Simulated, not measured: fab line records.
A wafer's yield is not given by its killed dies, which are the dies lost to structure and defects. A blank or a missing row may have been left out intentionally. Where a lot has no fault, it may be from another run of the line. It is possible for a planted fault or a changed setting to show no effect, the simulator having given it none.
Split-lot study | flow n5_finfet | 39 wafers read from 7 lots, route of 1938 steps

## ON THE SPLIT
At N5_HKMG_FIN_CVD_62 (deposits a-Si from Si2H6, target thk 3 nm, time 20.8 s), the setting temp_c was moved away from the recipe's 500 C on 15 of the 39 wafers read, by -2.4% to +4.4%. The other wafers ran this setting at the recipe's value.

The split's own step is where the reading is taken.

## THE READING
a-Si_of_HKMG_FIN_CVD_62.thk_nm (the simulator's own value, which no gauge read), in nm, at N5_HKMG_FIN_CVD_62 (deposits a-Si from Si2H6, target thk 3 nm, time 20.8 s). There is no usual value for it anywhere in the file. The 24 wafers here that ran the recipe average 3.0 nm, standard deviation 0.14 nm.

wafer  | tool, chamber at the split | temp_c as run, C | against the recipe | a-Si_of_HKMG_FIN_CVD_62.thk_nm, nm | against lot-mates on the recipe
L074.1 | thermal_cvd_si-01, 1,2,2   | 511.7            | +2.3%              | 4.2                                | +1.1
L074.3 | thermal_cvd_si-01, 1,2,2   | 511.7            | +2.3%              | 4.2                                | +1.1
L074.4 | thermal_cvd_si-01, 1,2,2   | 511.7            | +2.3%              | 4.2                                | +1.1
L074.2 | thermal_cvd_si-01, 0       | 500              | recipe             | 3.2                                | -
L074.6 | thermal_cvd_si-01, 0       | 500              | recipe             | 3.2                                | -
L074.5 | thermal_cvd_si-01, 1       | 500              | recipe             | 2.8                                | -
L077.1 | thermal_cvd_si-02, 2,1,0   | 515              | +3.0%              | 4.6                                | +1.6
L077.4 | thermal_cvd_si-02, 2,1,0   | 515              | +3.0%              | 4.6                                | +1.6
L077.6 | thermal_cvd_si-02, 2,1,0   | 515              | +3.0%              | 4.6                                | +1.6
L077.2 | thermal_cvd_si-02, 1,0,2   | 500              | recipe             | 3                                  | -
L077.3 | thermal_cvd_si-02, 1,0,2   | 500              | recipe             | 3                                  | -
L077.5 | thermal_cvd_si-02, 1,0,2   | 500              | recipe             | 3                                  | -
L081.1 | thermal_cvd_si-02, 0,2,1   | 487.9            | -2.4%              | 2                                  | -0.9
L081.3 | thermal_cvd_si-02, 0,2,1   | 487.9            | -2.4%              | 2                                  | -0.9
L081.4 | thermal_cvd_si-02, 0,2,1   | 487.9            | -2.4%              | 2                                  | -0.9
L081.2 | thermal_cvd_si-02, 1       | 500              | recipe             | 2.8                                | -
L081.5 | thermal_cvd_si-02, 0,2     | 500              | recipe             | 3                                  | -
L081.6 | thermal_cvd_si-02, 0,2     | 500              | recipe             | 3                                  | -
L084.1 | thermal_cvd_si-01, 1       | 500              | recipe             | 2.8                                | -
L084.4 | thermal_cvd_si-01, 1,2     | 500              | recipe             | 3                                  | -
L084.6 | thermal_cvd_si-01, 1,2     | 500              | recipe             | 3                                  | -
L085.1 | thermal_cvd_si-02, 2,1,0   | 500              | recipe             | 3                                  | -
L085.3 | thermal_cvd_si-02, 2,1,0   | 500              | recipe             | 3                                  | -
L085.4 | thermal_cvd_si-02, 2,1,0   | 500              | recipe             | 3                                  | -
L085.2 | thermal_cvd_si-02, 0,2,1   | 522.2            | +4.4%              | 5.6                                | +2.6
L085.5 | thermal_cvd_si-02, 0,2,1   | 522.2            | +4.4%              | 5.6                                | +2.6
L085.6 | thermal_cvd_si-02, 0,2,1   | 522.2            | +4.4%              | 5.6                                | +2.6
L091.1 | thermal_cvd_si-01, 2,1     | 489.1            | -2.2%              | 2                                  | -1.1
L091.4 | thermal_cvd_si-01, 2,1     | 489.1            | -2.2%              | 2                                  | -1.1
L091.2 | thermal_cvd_si-01, 0       | 489.1            | -2.2%              | 2.4                                | -0.7
L091.3 | thermal_cvd_si-01, 1,2     | 500              | recipe             | 3                                  | -
L091.5 | thermal_cvd_si-01, 1,2     | 500              | recipe             | 3                                  | -
L091.6 | thermal_cvd_si-01, 0       | 500              | recipe             | 3.2                                | -
L095.1 | thermal_cvd_si-01, 0       | 500              | recipe             | 3.2                                | -
L095.4 | thermal_cvd_si-01, 0       | 500              | recipe             | 3.2                                | -
L095.2 | thermal_cvd_si-01, 1,1,2   | 500              | recipe             | 2.8                                | -
L095.5 | thermal_cvd_si-01, 1,1,2   | 500              | recipe             | 2.8                                | -
L095.6 | thermal_cvd_si-01, 1,1,2   | 500              | recipe             | 2.8                                | -
L095.3 | thermal_cvd_si-01, 2       | 500              | recipe             | 3                                  | -
When a row names more than one chamber, that row covers several wafers, and the file does not tell which wafer ran in which chamber.

FIT RESULTS
A straight line over all 39 wafers: a-Si_of_HKMG_FIN_CVD_62.thk_nm changes by +0.517 nm for each +1% of temp_c; r = +0.98; the points scatter about the line by 0.17 nm.
The same after taking each lot's own level away (the mean of its wafers on the recipe; 39 wafers): +0.513 nm for each +1%; r = +0.98; scatter 0.17 nm.
Per that fit: largest temp_c move, reading shift of 2.3 nm.
The lots' own levels span 2.93 to 3.07 nm, that is 1.0 times the standard deviation above.
Hence the lot-to-lot level has little effect on the slope; both slopes agree.
Check: +2.29 nm against its lot-mates is what the line predicts for one of the wafers moved furthest among these (+4.4%) when that wafer is left out of the fit. It came out at +2.6 nm against them.

## THE OTHER SPLITS THESE WAFERS WENT THROUGH
Other splits were also applied to these wafers ahead of the reading. Each is held against what the fit with the lots' levels taken away leaves over:
other split on the same wafers     | wafers away from the commonest value | r with a-Si_of_HKMG_FIN_CVD_62.thk_nm (lot level and that fit taken away)
N5_DUMMY_GATE_ETCH_37 source_w     | 12                                   | +0.23
N5_DUMMY_GATE_ETCH_32 time_s       | 12                                   | +0.28
N5_DUMMY_GATE_ETCH_42 bias_w       | 15                                   | +0.09
N5_SD_EPI_N_ETCH_45 target_depth_a | 12                                   | +0.04

## FILE'S OWN FIT
a-Si_of_HKMG_FIN_CVD_62.thk_nm changes by +0.52 nm for each +1% of temp_c, r = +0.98.
